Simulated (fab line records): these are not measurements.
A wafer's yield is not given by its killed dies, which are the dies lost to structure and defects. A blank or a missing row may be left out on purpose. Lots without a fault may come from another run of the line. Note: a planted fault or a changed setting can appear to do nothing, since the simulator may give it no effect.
Split-lot study | flow n5_finfet | on a route of 1938 steps: 7 lots, 21 wafers read

== THE SPLIT ITSELF ==
At N5_PMOS_HMC_CHANNEL_EPI_COAT_03 (resist thk 205 nm), the setting spin_rpm was moved away from the recipe's 1500 rpm on 9 of the 21 wafers read, by -5.7% to +10.3%. This setting was run at the recipe's value on the other wafers.

== FROM THE SPLIT TO THE READING: what the file shows between them, 3 steps ==
- N5_PMOS_HMC_CHANNEL_EPI_PEB_07: peb time 60 s (also split here: peb_time_s)
- N5_PMOS_HMC_CHANNEL_EPI_DEVELOP_08: develop time 30 s
- N5_PMOS_HMC_CHANNEL_EPI_DESCUM_14: chemistry O2, time 7.9 s

== THE READING ==
CAR-ArF-block_of_PMOS_HMC_CHANNEL_EPI_COAT_03.thk_nm (the simulator's own value, which no gauge read), in nm, at N5_PMOS_HMC_CHANNEL_EPI_ETCH_32 (etches BARC in N2/H2, stops on SiO2, target depth 85.8 nm, time 50.3 s). No usual value for it is given in the file. Across the 12 wafers here that went through the recipe, the average is 135.0 nm and the standard deviation 1.5 nm.

wafer  | tool, chamber at the split | spin_rpm as run, rpm | against the recipe | CAR-ArF-block_of_PMOS_HMC_CHANNEL_EPI_COAT_03.thk_nm, nm | against lot-mates on the recipe
L074.3 | litho_track-02, 0          | 1500                 | recipe             | 136.7                                                    | -
L074.4 | litho_track-02, 0          | 1623                 | +8.2%              | 126.4                                                    | -10.3
L074.6 | litho_track-02, 0          | 1623                 | +8.2%              | 124                                                      | -12.7
L078.1 | litho_track-04, 0          | 1414                 | -5.7%              | 142                                                      | no lot-mate on the recipe
L078.2 | litho_track-04, 0          | 1414                 | -5.7%              | 139.2                                                    | no lot-mate on the recipe
L078.4 | litho_track-04, 0          | 1414                 | -5.7%              | 141.3                                                    | no lot-mate on the recipe
L083.4 | litho_track-04, 0          | 1500                 | recipe             | 136.8                                                    | -
L083.5 | litho_track-04, 0          | 1500                 | recipe             | 134.9                                                    | -
L083.6 | litho_track-04, 0          | 1500                 | recipe             | 136.6                                                    | -
L087.2 | litho_track-04, 0          | 1500                 | recipe             | 135.2                                                    | -
L087.3 | litho_track-04, 0          | 1500                 | recipe             | 135.2                                                    | -
L087.6 | litho_track-04, 0          | 1500                 | recipe             | 135.6                                                    | -
L089.2 | litho_track-04, 0          | 1500                 | recipe             | 132.8                                                    | -
L089.3 | litho_track-04, 0          | 1647                 | +9.8%              | 123.4                                                    | -9.4
L089.4 | litho_track-04, 0          | 1647                 | +9.8%              | 126.6                                                    | -6.2
L091.2 | litho_track-01, 0          | 1500                 | recipe             | 135.1                                                    | -
L091.3 | litho_track-01, 0          | 1500                 | recipe             | 136.4                                                    | -
L091.4 | litho_track-01, 0          | 1500                 | recipe             | 132.9                                                    | -
L096.1 | litho_track-04, 0          | 1655                 | +10.3%             | 123.6                                                    | -8.8
L096.4 | litho_track-04, 0          | 1655                 | +10.3%             | 126.3                                                    | -6.1
L096.6 | litho_track-04, 0          | 1500                 | recipe             | 132.4                                                    | -

THE FIT
A straight line over all 21 wafers: CAR-ArF-block_of_PMOS_HMC_CHANNEL_EPI_COAT_03.thk_nm changes by -1.04 nm for each +1% of spin_rpm; r = -0.96; the points scatter about the line by 1.6 nm.
The same after taking each lot's own level away (the mean of its wafers on the recipe; 18 wafers): -0.904 nm for each +1%; r = -0.91; scatter 2 nm.
Per that fit: largest spin_rpm move, reading shift of 9.3 nm.
From 132.40 to 136.70 nm: that is the span of the lots' own levels, equal to 2.9 times the standard deviation above.
Hence the slope depends on the lot-to-lot level, as the two fits are not the same.
Check: for one of the wafers moved furthest among these (+10.3%), held out of the fit, the line's prediction against its lot-mates is -9.63 nm. It came out at -8.8 nm against them.

== ADDITIONAL SPLITS CARRIED BY THESE WAFERS ==
Note: prior to the reading, these wafers also went through further splits. Each is held against what the fit with the lots' levels taken away leaves over:
other split on the same wafers            | wafers away from the commonest value | r with CAR-ArF-block_of_PMOS_HMC_CHANNEL_EPI_COAT_03.thk_nm (lot level and that fit taken away)
N5_WELL_APT_EXPOSE_05 dose_mj             | 5                                    | +0.26
N5_WELL_APT_DESCUM_13 time_s              | 6                                    | -0.13
N5_PMOS_HMC_CHANNEL_EPI_PEB_07 peb_time_s | 8                                    | +0.56

== THE WHOLE CHAIN: every reading that the file lists as answering this split, in the file's order ==
step                            | what it does                                                           | reading                                                                                               | change (the file's fit)               | r (the file's)
N5_PMOS_HMC_CHANNEL_EPI_COAT_03 | resist thk 205 nm                                                      | CAR-ArF-block_of_PMOS_HMC_CHANNEL_EPI_COAT_03.thk_nm (the simulator's own value, which no gauge read) | -0.951 nm for each +1% of the setting | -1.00
N5_PMOS_HMC_CHANNEL_EPI_ETCH_32 | etches BARC in N2/H2, stops on SiO2, target depth 85.8 nm, time 50.3 s | CAR-ArF-block_of_PMOS_HMC_CHANNEL_EPI_COAT_03.thk_nm (the simulator's own value, which no gauge read) | -0.919 nm for each +1% of the setting | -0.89

== THE FILE'S OWN FIT ==
CAR-ArF-block_of_PMOS_HMC_CHANNEL_EPI_COAT_03.thk_nm changes by -0.919 nm for each +1% of spin_rpm, r = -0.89.
